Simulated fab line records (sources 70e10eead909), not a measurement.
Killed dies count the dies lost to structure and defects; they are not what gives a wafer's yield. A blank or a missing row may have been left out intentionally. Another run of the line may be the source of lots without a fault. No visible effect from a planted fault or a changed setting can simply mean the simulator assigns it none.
Chamber matching -- flow nandHarc -- NHARC_A_WL_FILL_ALD_10 on aldHk-03: 4 sister chambers
The step deposits SiO2, target thk 50 nm, pulse time 10 s, ald cycles 500. 8 wafers are shown with their chamber, then 7 later ones without.

== WAFERS PAIRED WITH THEIR CHAMBERS ==
wafer,chamber,heaterPowerW (W),heaterPowerOuterW (W)
L869.4,0,487,273
L875.5,2,453,276
L875.6,3,426,236
L874.1,2,453,273
L874.4,1,641,316
L874.6,1,648,319
L884.2,3,419,240
L884.3,0,504,294

== WAFERS MISSING THEIR CHAMBER ==
wafer,heaterPowerW (W),heaterPowerOuterW (W)
L884.6,425,237
L885.2,425,240
L885.3,499,279
L885.4,461,267
L886.2,449,272
L886.4,425,235
L886.1,624,313

== WHICH CHAMBER EACH ONE RAN IN ==
wafer,from the rows above,in truth
L884.6,3,3
L885.2,3,3
L885.3,0,0
L885.4,2,2
L886.2,2,2
L886.4,3,3
L886.1,1,1
7 of 7 placed correctly. Can't be placed from these rows: 0. Placed wrongly: 0.
How it was worked out, from the rows above alone: a wafer's distance from a chamber is the root of the sum, over the readings, of the square of ((its reading less the chamber's mean) divided by the reading's scatter). If the next closest chamber is less than 2 further off than the closest, the wafer can't be placed; otherwise it belongs to the closest. For every chamber, the mean is computed from those of its wafers that are shown. How the scatter is found: for the shown wafers, subtract from each reading the mean of its chamber, square and add these, divide the total by (wafers less chambers), then take the root.
